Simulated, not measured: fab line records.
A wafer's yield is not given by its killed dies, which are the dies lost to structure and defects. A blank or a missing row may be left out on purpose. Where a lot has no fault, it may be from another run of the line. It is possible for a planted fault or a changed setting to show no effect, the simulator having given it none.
fab line records    flow n5Finfet    part 2 of 2: steps 18 to 28 of 28
[record] lots = 5  wafers = 15  lastDay = 16
route steps=1938 shown BEOL_M5@1151
lots that met no fault: from a run of the same line without faults
startH: hours from the record's first day to the start of the lot's first wafer shown    waitH: how many hours have passed since the lot's step before this one    " as in the row above    L1.1+2: a single row standing in for several wafers    - either no value or no given start    * or withheld: withheld    < > ~ a bound
route shown NAME@n: NAME is a module with steps in the file, n the number in the route of the first one    usual: the fault-free wafers' mean and standard deviation    same: alike in all rows    chamber/n: place in a boat    sites: each site's reading    _std_site: the values' standard deviation    _edge_site: the outer-site mean with the inner-site mean subtracted    radiusMm: how far each site lies from the wafer's centre    mask NAME#n: copy n    behind: the tool/chamber that last shaped the wafer    hold: cause of the lot's hold/its duration in hours/its outcome    device: the transistor (n, p or np) that didn't switch    end of line: the same wafers' tests at the end of the route    step lacking rows: just its recipe    killed: dies that structure and defects cost at the first sort, which is not the same as the wafer's yield    map: the dies of a wafer, with x for killed, . for not killed, _ for no die there
set.NAME: setting as actually run; set.NAME@STEP: the setting as run at that earlier step    model.NAME: the simulator's own value behind a step, which no gauge read
certain route steps with their lots: each step a table, each wafer a row
services: when a tool's chamber went out of use (startH, in hours from the record's first day, below 0 if earlier), for how many hours, and the reason
[[steps]]
[step N5_BEOL_M5_CD_MEAS_35]
[recipe] targetCdNm = 28  targetCdYNm = 24  polarity = opening
[usual] cdNm = 28.1/0.32
lot.wafer  tool      chamber  startH  waitH  cdNm
L075.3     cdSem-02  -        183.54  0.0    28.4
L075.4     "         -        "       "      28.5
L075.6     "         -        "       "      28.2
L079.2     cdSem-02  -        215.10  0.0    28.0
L079.4     "         -        "       "      28.4
L079.6     "         -        "       "      28.2
L086.1     cdSem-01  -        248.63  0.0    27.5
L086.2     "         -        "       "      27.7
L086.6     "         -        "       "      28.2
L088.1     cdSem-02  -        266.24  0.0    26.7
L088.4     "         -        "       "      27.9
L088.6     "         -        "       "      27.9
L093.2     cdSem-01  -        292.74  0.0    28.2
L093.3     "         -        "       "      28.0
L093.5     "         -        "       "      27.6
[step N5_BEOL_M5_CURE_80]
[recipe] tempC = 370  timeS = 120  ambient = DMADMS/He  material = SiCOH_lowk
[usual] lampPowerPct = 52.31/0.049  wafer_temp_C_max = 371.6/0.46
lot.wafer  tool       chamber  startH  waitH  lampPowerPct  wafer_temp_C_max
L075.3     uvCure-03  2        183.86  0.3    52.39         371.9
L075.4     "          2        "       "      52.28         370.7
L075.6     "          2        "       "      52.29         371.5
L079.2     uvCure-01  2        215.19  0.1    52.34         371.4
L079.4     "          2        "       "      52.33         371.5
L079.6     "          2        "       "      52.18         371.5
L086.1     uvCure-02  0        248.67  0.0    52.35         370.9
L086.2     "          0        "       "      52.36         371.8
L086.6     "          0        "       "      52.31         371.8
L088.1     uvCure-01  0        266.28  0.0    52.32         371.5
L088.4     "          0        "       "      52.26         371.7
L088.6     "          0        "       "      52.34         372.0
L093.2     uvCure-01  2        292.83  0.1    52.28         371.0
L093.3     "          2        "       "      52.36         371.5
L093.5     "          2        "       "      52.27         371.7
[step N5_BEOL_M5_DEGAS_44]
[recipe] ambient = vacuum  tempC = 250  timeS = 60
[usual] heaterPowerW = 303/35
lot.wafer  tool           chamber  startH  waitH  heaterPowerW
L075.3     pvdSputter-02  -        184.58  0.6    341
L075.4     "              -        "       "      318
L075.6     "              -        "       "      302
L079.2     pvdSputter-03  -        215.65  0.4    326
L079.4     "              -        "       "      295
L079.6     "              -        "       "      301
L086.1     pvdSputter-01  -        249.01  0.3    368
L086.2     "              -        "       "      317
L086.6     "              -        "       "      311
L088.1     pvdSputter-02  -        267.11  0.8    300
L088.4     "              -        "       "      340
L088.6     "              -        "       "      335
L093.2     pvdSputter-03  -        293.47  0.6    298
L093.3     "              -        "       "      287
L093.5     "              -        "       "      323
[step N5_BEOL_M5_PRE_CLEAN_45]
[recipe] gas = H2/He  timeS = 30  tempC = 250
[usual] heaterPowerW = 303/35
lot.wafer  tool           chamber  startH  waitH  heaterPowerW
L075.3     pvdSputter-02  -        184.62  0.0    335
L075.4     "              -        "       "      312
L075.6     "              -        "       "      300
L079.2     pvdSputter-03  -        215.69  0.0    318
L079.4     "              -        "       "      302
L079.6     "              -        "       "      295
L086.1     pvdSputter-01  -        249.05  0.0    378
L086.2     "              -        "       "      322
L086.6     "              -        "       "      318
L088.1     pvdSputter-02  -        267.15  0.0    296
L088.4     "              -        "       "      340
L088.6     "              -        "       "      326
L093.2     pvdSputter-03  -        293.51  0.0    298
L093.3     "              -        "       "      289
L093.5     "              -        "       "      322
[step N5_BEOL_M5_ALD_86]
[recipe] material = TaN  targetThkA = *  tempC = 275  aldPrecursorFamily = PDMAT  aldCoReactant = NH3  pressureTorr = 3  carrierFlowSccm = 1500  pulseTimeS = 2  purgeTimeS = 3  coReactantPurgeTimeS = 2  coReactantPulseTimeS = 3  aldCycles = 30  precursorVesselTempC = 75  precursorVesselPressureTorr = 26.25  precursorVesselCarrierSccm = 1000
[usual] heaterPowerW = 440/25
lot.wafer  tool         chamber  startH  waitH  heaterPowerW
L075.3     aldMetal-02  3        184.68  0.0    474
L075.4     "            0        "       "      398
L075.6     "            3        "       "      470
L079.2     aldMetal-04  2        215.77  0.1    435
L079.4     "            3        "       "      414
L079.6     "            0        "       "      462
L086.1     aldMetal-04  1        249.11  0.0    462
L086.2     "            0        "       "      457
L086.6     "            2        "       "      443
L088.1     aldMetal-04  2        267.23  0.1    451
L088.4     "            0        "       "      468
L088.6     "            1        "       "      477
L093.2     aldMetal-04  3        293.60  0.1    416
L093.3     "            1        "       "      464
L093.5     "            3        "       "      422
[step N5_BEOL_M5_SURFACE_TREAT_87]
[recipe] gas = Ar  timeS = *  ionEnergyEv = *  ionCurrentMaCm2 = 0.5  pressureMtorr = *  arFlowSccm = 30
[usual] arFlowSccm = 29.99/0.081  throttleValvePct = *
lot.wafer  tool           chamber  startH  waitH  arFlowSccm  throttleValvePct
L075.3     pvdSputter-02  -        185.00  0.2    29.99       *
L075.4     "              -        "       "      29.90       *
L075.6     "              -        "       "      29.91       *
L079.2     pvdSputter-02  -        216.09  0.2    30.03       *
L079.4     "              -        "       "      29.94       *
L079.6     "              -        "       "      30.11       *
L086.1     pvdSputter-01  -        249.34  0.1    29.97       *
L086.2     "              -        "       "      29.96       *
L086.6     "              -        "       "      30.08       *
L088.1     pvdSputter-01  -        267.67  0.3    29.98       *
L088.4     "              -        "       "      29.90       *
L088.6     "              -        "       "      29.98       *
L093.2     pvdSputter-03  -        293.93  0.2    29.93       *
L093.3     "              -        "       "      30.02       *
L093.5     "              -        "       "      29.91       *
[step N5_BEOL_M5_CVD_47]
[recipe] material = Co  targetThkA = 30  tempC = withheld  precursor = CCTBA/H2  pressureTorr = 30  timeS = 216
lot.wafer   tool      chamber  startH  waitH
L075.3+4+6  cvdCo-02  2,1,0    185.25  0.2
L079.2+4+6  cvdCo-01  1,0,1    216.15  0.0
L086.1+2+6  cvdCo-01  1,2,1    249.41  0.0
L088.1+4+6  cvdCo-02  2,0,2    267.73  0.0
L093.2+3+5  cvdCo-01  2,1,0    294.09  0.1
[step N5_BEOL_M5_SPUTTER_48]
[recipe] material = Cu  targetThkA = 150  tempC = -20  chamberPressurePa = 0.07  powerW = withheld  timeS = 27.62
[usual] throttleValvePct = 30.3/1.2
lot.wafer  tool           chamber  startH  waitH  throttleValvePct
L075.3     pvdSputter-01  -        185.46  0.1    29.7
L075.4     "              -        "       "      30.5
L075.6     "              -        "       "      29.9
L079.2     pvdSputter-02  -        216.59  0.4    30.9
L079.4     "              -        "       "      28.2
L079.6     "              -        "       "      30.4
L086.1     pvdSputter-02  -        249.59  0.1    31.0
L086.2     "              -        "       "      28.3
L086.6     "              -        "       "      28.1
L088.1     pvdSputter-03  -        267.92  0.1    32.8
L088.4     "              -        "       "      30.0
L088.6     "              -        "       "      29.0
L093.2     pvdSputter-03  -        294.33  0.2    32.8
L093.3     "              -        "       "      30.1
L093.5     "              -        "       "      31.9
[step N5_BEOL_M5_ANNEAL_49]
[recipe] tempC = 400  timeS = 1800  ambient = vacuum
[usual] heaterPowerW = 761/75
lot.wafer  tool           chamber  startH  waitH  heaterPowerW
L075.3     pvdSputter-01  -        185.54  0.0    784
L075.4     "              -        "       "      911
L075.6     "              -        "       "      776
L079.2     pvdSputter-02  -        216.67  0.0    754
L079.4     "              -        "       "      781
L079.6     "              -        "       "      731
L086.1     pvdSputter-02  -        249.67  0.0    814
L086.2     "              -        "       "      770
L086.6     "              -        "       "      783
L088.1     pvdSputter-03  -        268.00  0.0    663
L088.4     "              -        "       "      730
L088.6     "              -        "       "      709
L093.2     pvdSputter-03  -        294.41  0.0    660
L093.3     "              -        "       "      740
L093.5     "              -        "       "      799
[step N5_BEOL_M5_SPUTTER_81]
[recipe] material = Cu  targetThkA = 150  tempC = -20  chamberPressurePa = 0.07  powerW = withheld  timeS = 27.62
[usual] throttleValvePct = 30.2/1.2
lot.wafer  tool           chamber  startH  waitH  throttleValvePct
L075.3     pvdSputter-01  -        186.55  0.5    30.2
L075.4     "              -        "       "      30.6
L075.6     "              -        "       "      29.9
L079.2     pvdSputter-02  -        217.67  0.5    30.5
L079.4     "              -        "       "      28.4
L079.6     "              -        "       "      30.4
L086.1     pvdSputter-02  -        250.67  0.5    30.4
L086.2     "              -        "       "      28.2
L086.6     "              -        "       "      28.1
L088.1     pvdSputter-03  -        269.01  0.5    32.8
L088.4     "              -        "       "      29.9
L088.6     "              -        "       "      29.1
L093.2     pvdSputter-03  -        297.15  2.2    32.5
L093.3     "              -        "       "      30.0
L093.5     "              -        "       "      32.0
[step N5_BEOL_M5_ANNEAL_82]
[recipe] tempC = 400  timeS = 1800  ambient = vacuum
[usual] heaterPowerW = 764/78
lot.wafer  tool           chamber  startH  waitH  heaterPowerW
L075.3     pvdSputter-01  -        186.63  0.0    789
L075.4     "              -        "       "      930
L075.6     "              -        "       "      779
L079.2     pvdSputter-02  -        217.75  0.0    747
L079.4     "              -        "       "      776
L079.6     "              -        "       "      776
L086.1     pvdSputter-02  -        250.75  0.0    813
L086.2     "              -        "       "      743
L086.6     "              -        "       "      807
L088.1     pvdSputter-03  -        269.09  0.0    661
L088.4     "              -        "       "      735
L088.6     "              -        "       "      717
L093.2     pvdSputter-03  -        297.23  0.0    643
L093.3     "              -        "       "      746
L093.5     "              -        "       "      815
[[services]]
tool           chamber  startH  hours  kind
uvCure-03      -        167.27  0.3    repair
pvdSputter-03  -        168.44  10.5   repair
aldMetal-04    3        172.03  16.8   repair
wetBench-03    -        185.08  5.5    repair
rieDiel-04     3        193.36  5.3    repair
uvCure-03      -        194.90  7.5    pm
uvCure-02      -        200.93  1.8    repair
rieDiel-04     3        210.71  1.6    repair
aldMetal-02    3        230.95  3.0    repair
rieDiel-05     3        242.10  -      clean
rieDiel-05     3        242.10  -      consumableReplace:focusRing
rieDiel-05     3        242.10  27.1   scheduledDown
rieDiel-05     3        242.10  27.1   ventCycle
rieDiel-05     1        245.40  1.7    repair
aldMetal-04    -        264.02  2.8    pm
cvdCo-01       -        264.18  1.5    repair
rieDiel-04     2        270.32  2.7    repair
uvCure-01      -        272.45  1.2    repair
rieDiel-04     2        293.38  3.7    repair
